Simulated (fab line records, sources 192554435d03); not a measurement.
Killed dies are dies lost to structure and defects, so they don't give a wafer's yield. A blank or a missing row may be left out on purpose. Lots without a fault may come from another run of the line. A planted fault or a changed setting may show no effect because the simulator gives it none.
Problem report in the 8D (eight disciplines) form, filled by code | flow n5_finfet | the parts of the form that need people (team, actions taken, sign-off) are left out

1. THE PROBLEM
time_to_endpoint_s at N5_BEOL_M7_CMP_52 reads a mean of 88 s on 4 wafers of 3 lots; wafers without a fault read 64 s with a standard deviation of 3.3. That is +7.3 standard deviations from the usual mean.
The step: polishes, stops on SiCOH lowk, t overpolish 6.9 s, target thk 80 nm.
First seen on wafer L981.4, day 9 23:44, on cmp-02. The record holds 32 wafers of 11 lots with a number at this step. Rule for "out", or "out of limits": more than 4 standard deviations from the usual mean. The other wafers with a number count as sound.

2. WHAT IT IS AND WHAT IT IS NOT
question                    | is                             | is not
which readings at this step | time_to_endpoint_s             | motor_current_A, retaining_ring_pressure_frac
which lots                  | L981, L983, L984               | L100, L103, L980, L982, L994, L996, L998, L999
which wafers of those lots  | L981.3, L981.4, L983.3, L984.3 | L981.2, L983.2, L984.2, L984.6
read on which tools         | cmp-02                         | cmp-03, cmp-04
when                        | from day 9 23:44               | up to then (7 sound wafers); but 21 sound wafers of L100, L103, L983, L984, L994, L996, L998, L999 came after

3. SUSPECTS, AND WHAT RULES EACH OUT
Counting: a tool at a process step up to the reading stays a suspect if it ran every lot that is out. Sound lots after the first of them don't rule it out here, since some wafers of a struck lot are sound.
- ecd_cu-02 at N5_BEOL_M7_ECD_50 (material Cu, target thk 300 nm): kept. It ran every lot that is out, first L981 (day 9 23:18); its last sound lot up to then is L982 (day 9 15:34).
- cmp-02 at N5_BEOL_M7_CMP_52 (polishes, stops on SiCOH lowk, t overpolish 6.9 s, target thk 80 nm): kept. It ran every lot that is out, first L981 (day 9 23:44). Its own readings are out on those wafers: time_to_endpoint_s.
Left after counting: ecd_cu-02 at N5_BEOL_M7_ECD_50, cmp-02 at N5_BEOL_M7_CMP_52.

4. THE CAUSE (what the simulator had put in)
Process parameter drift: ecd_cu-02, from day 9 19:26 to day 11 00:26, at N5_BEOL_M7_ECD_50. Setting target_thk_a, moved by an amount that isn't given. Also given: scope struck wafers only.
Counting left 2 suspects, and this tool is among them.

5. THE CHAIN OF EFFECTS, in route order
Each row: a reading whose mean over the struck wafers that have a number lies more than 3 standard deviations from the usual. Only readings for which the record gives a usual standard deviation are gone through. hours: the time from each lot's start at the first step in this table that gives one to its start at this step, as a median over the lots. sigmas: the change in usual standard deviations.
hours | step              | reading            | usual | on struck wafers | change | sigmas
0     | N5_BEOL_M7_CMP_52 | time_to_endpoint_s | 64 s  | 88               | +24    | +7.3
The process steps in it:
- N5_BEOL_M7_CMP_52: polishes, stops on SiCOH lowk, t overpolish 6.9 s, target thk 80 nm.

6. WHAT WOULD HAVE CAUGHT IT SOONER
In this record the first reading out of limits was taken at day 9 23:44, 4 hours after the fault began at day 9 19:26.
Of the lots that are out (3), L983, L984 began N5_BEOL_M7_ECD_50 on ecd_cu-02 after day 9 23:44. A hold on the tool at that time would have spared those 2.
